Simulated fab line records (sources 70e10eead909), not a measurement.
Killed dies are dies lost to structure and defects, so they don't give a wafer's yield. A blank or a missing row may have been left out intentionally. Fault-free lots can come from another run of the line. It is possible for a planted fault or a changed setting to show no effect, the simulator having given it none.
A struck lot beside a sound one | flow nand harc | 17 out of 1159 route steps
Sound: these wafers, L482.3, L482.4, L482.5. Struck: wafer L492.4 (left out: L492.3, L492.5 of the same lot, which were not struck); the cause appears at the end.
Order at every step that has rows: each side's tool, ch and its chambers, its first start. Under that, the readings that differ: sound wafers | struck wafers | difference of the means | sigmas: that difference in standard deviations of wafers without a fault.
alike: readings whose means differ by less than 2 such deviations, and words and numbers that are the same on both sides. not compared: withheld readings, readings that some wafer has no value for, bounds like >300 that may hide the same value, and numbers for which the record gives no deviation and whose values overlap.
Wherever a step has rows on one side only, a row that says differs or no value, or a row with sigmas, the two part there. When numbers do not overlap yet have no deviation, they are printed without sigmas and do not part them. Lack of a reading on every wafer of one side parts them only where that side has two or more wafers.

NHARC_A_M0_OVL_MEAS_10: pitch 160 nm.
  sound on overlay-02, day 18 03:02; struck on overlay-01, day 20 00:55
  reading           | sound       | struck | difference | sigmas
  overlay y nm (nm) | 1.0 0.5 1.0 | -2.4   | -3.2       | -4
  alike: overlay x nm
NHARC_A_M0_INSPECT_11:
  sound on defect inspect-01, day 18 03:04; struck on defect inspect-01, day 20 00:56
  alike: raw defect count
then, 1 step without rows for these wafers: NHARC_A_M0_DESCUM_14 (chemistry O2, time 3 s).
NHARC_A_M0_ETCH_34: etches the open film in N2/H2, target depth 40 nm, overetch 12 nm, time 43.94 s.
  sound on rie diel-01 ch 1,2, day 18 03:13; struck on rie diel-01 ch 1, day 20 01:05
  alike: chamber pressure mTorr, drypump motor current A, oes product au, rf vpp V, showerhead plenum p Torr, throttle valve pct
  not compared: rf hours counter h
NHARC_A_M0_ETCH_15: etches the open film in C4F8/Ar, target depth 150 nm, overetch 15 nm, time 82.5 s.
  sound: rie diel-01 ch 0,1,3; struck: rie diel-01 ch 2
  alike: chamber pressure mTorr, oes product au, rf vpp V
  not compared: rf hours counter h
NHARC_A_M0_CD_MEAS_16:
  sound on cd sem-03, day 18 03:26; struck on cd sem-01, day 20 01:19
  alike: cd nm
NHARC_A_M0_STRIP_18: strips in N2/H2.
  sound on rie diel-09 ch 0,1,2, day 18 03:31; struck on rie diel-09 ch 2, day 20 01:24
  reading                        | sound                | struck | difference | sigmas
  chamber pressure mTorr (mTorr) | 29.994 29.936 29.980 | 30.041 | +0.071     | +2
  alike: drypump motor current A, oes product au, rf vpp V, showerhead plenum p Torr, throttle valve pct
  not compared: rf hours counter h
then, 2 steps without rows for these wafers: NHARC_A_M0_STRIP_19 (strips in post etch residue remover, time 600 s); NHARC_A_M0_DEGAS_28 (time 60 s).
NHARC_A_M0_PRE_CLEAN_29: time 30 s.
  sound on pvd sputter-03; struck on pvd sputter-01
  alike: heater power w
NHARC_A_M0_PVD_20: deposits TaN, target thk 5 nm, time 8.06 s.
  sound on pvd sputter-03; struck on pvd sputter-01
  reading              | sound             | struck | difference | sigmas
  substrate temp c (C) | 50.04 50.28 50.14 | 49.90  | -0.25      | -2
  alike: throttle valve pct
then, 1 step without rows for these wafers: NHARC_A_M0_PVD_21 (deposits Cu, target thk 30 nm, time 20.49 s).
NHARC_A_M0_ECD_22: material Cu, target thk 400 nm.
  sound on ecd cu-02 ch 0,1, day 18 04:31; struck on ecd cu-02 ch 0,1, day 20 02:23
then, 1 step without rows for these wafers: NHARC_A_M0_ANNEAL_30 (time 90 s).
NHARC_A_M0_CMP_23: polishes, t overpolish 20 s, target thk 113.75 nm.
  sound on cmp-03 ch 0,1,3, day 18 05:08; struck on cmp-04 ch 0, day 20 03:00
  reading                | sound    | struck | difference | sigmas
  time to endpoint s (s) | 26 24 24 | 11     | -14        | -4
  alike: motor current A, slurry flow ml min
NHARC_A_M0_THK_MEAS_24: measures by xrf.
  sound on film metro-01, day 18 05:28; struck on film metro-01, day 20 03:19
  alike: thk nm
NHARC_END_SORT_01:
  the record has rows for the sound wafers here (prober-02 ch 0, day 20 10:27) and none for the struck ones

## WHERE THEY PART
Last at NHARC_END_SORT_01 as far as this record goes, first at NHARC_A_M0_OVL_MEAS_10.

WHY: the cause the simulator had injected
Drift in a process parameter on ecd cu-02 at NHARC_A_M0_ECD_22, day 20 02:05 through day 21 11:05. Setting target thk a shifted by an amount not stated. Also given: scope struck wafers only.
